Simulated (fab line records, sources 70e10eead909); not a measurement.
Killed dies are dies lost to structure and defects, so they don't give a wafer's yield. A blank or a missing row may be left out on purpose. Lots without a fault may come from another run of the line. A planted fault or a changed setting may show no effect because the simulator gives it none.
Problem report in the 8D (eight disciplines) form, filled by code | flow nand_harc | the parts of the form that need people (team, actions taken, sign-off) are left out

1. THE PROBLEM
cd_nm at NHARC_P_GATE_CD_MEAS_26 reads a mean of 157.0 nm on 6 wafers of 2 lots; wafers without a fault read 119.9 nm with a standard deviation of 0.55. That is +67 standard deviations from the usual mean.
The step: target cd 120 nm.
First seen on wafer L275.3, day 12 18:39, on cd_sem-01. The record holds 42 wafers of 14 lots with a number at this step. Rule for "out", or "out of limits": more than 4 standard deviations from the usual mean. The other wafers with a number count as sound.

2. WHAT IT IS AND WHAT IT IS NOT
question                    | is                     | is not
which readings at this step | cd_nm                  | -
which lots                  | L275, L277             | L257, L258, L261, L262, L265, L266, L267, L269, L276, L278, L279, L280
which wafers of those lots  | all that have a number | -
read on which gauges        | cd_sem-01              | cd_sem-02, cd_sem-03
when                        | from day 12 18:39      | up to then (24 sound wafers); but 12 sound wafers of L276, L278, L279, L280 came after

3. SUSPECTS, AND WHAT RULES EACH OUT
Counting: a tool at a process step up to the reading stays a suspect if it ran every lot that is out and no sound lot after the first of them.
- the gauge at NHARC_P_GATE_CD_MEAS_26: ruled out. All the wafers that are out were read on cd_sem-01, but those of them that NHARC_P_GATE_PEB_24 has rows for are out there too, on other tools.
- rie_diel-07 at NHARC_P_ZERO_WELL_DESCUM_54 (chemistry O2, time 3 s): ruled out as a lasting fault. Sound lots L278 ran on it after its first lot that is out, L275 (day 9 14:23).
- litho_track-01 at NHARC_P_GATE_PEB_24 (peb time 65 s): kept. It ran every lot that is out, first L275 (day 12 18:34), and no sound lot after that; its last sound lot up to then is L269 (day 11 01:35). Its own readings are out on those wafers: heater_power_total_W, plate_temp_C.
Left after counting: litho_track-01 at NHARC_P_GATE_PEB_24.

4. THE CAUSE (what the simulator had put in)
Process parameter drift: litho_track-01, from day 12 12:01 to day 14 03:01, at NHARC_P_GATE_PEB_24. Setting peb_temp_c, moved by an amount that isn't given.
Counting left only this tool.

5. THE CHAIN OF EFFECTS, in route order
Each row: a reading whose mean over the struck wafers that have a number lies more than 3 standard deviations from the usual. Only readings for which the record gives a usual standard deviation are gone through. hours: the time from each lot's start at the first step in this table that gives one to its start at this step, as a median over the lots. sigmas: the change in usual standard deviations.
hours | step                    | reading              | usual    | on struck wafers | change | sigmas
0     | NHARC_P_GATE_PEB_24     | heater_power_total_W | 156.6 W  | 138.8            | -17.8  | -41
0     | NHARC_P_GATE_PEB_24     | plate_temp_C         | 99.98 C  | 91.47            | -8.51  | -57
0     | NHARC_P_GATE_CD_MEAS_26 | cd_nm                | 119.9 nm | 157.0            | +37.1  | +67
The process steps in it:
- NHARC_P_GATE_PEB_24: peb time 65 s.

6. WHAT WOULD HAVE CAUGHT IT SOONER
In this record the first reading out of limits at a measuring or inspecting step was taken at day 12 18:39, 7 hours after the fault began at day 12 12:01.
The tool's own readings at NHARC_P_GATE_PEB_24 were out on every struck wafer that the step has a row for (heater_power_total_W, plate_temp_C): an alarm limit on them would have fired on the first of those.
Of the lots that are out (2), L277 began NHARC_P_GATE_PEB_24 on litho_track-01 after day 12 18:39. A hold on the tool at that time would have spared it.
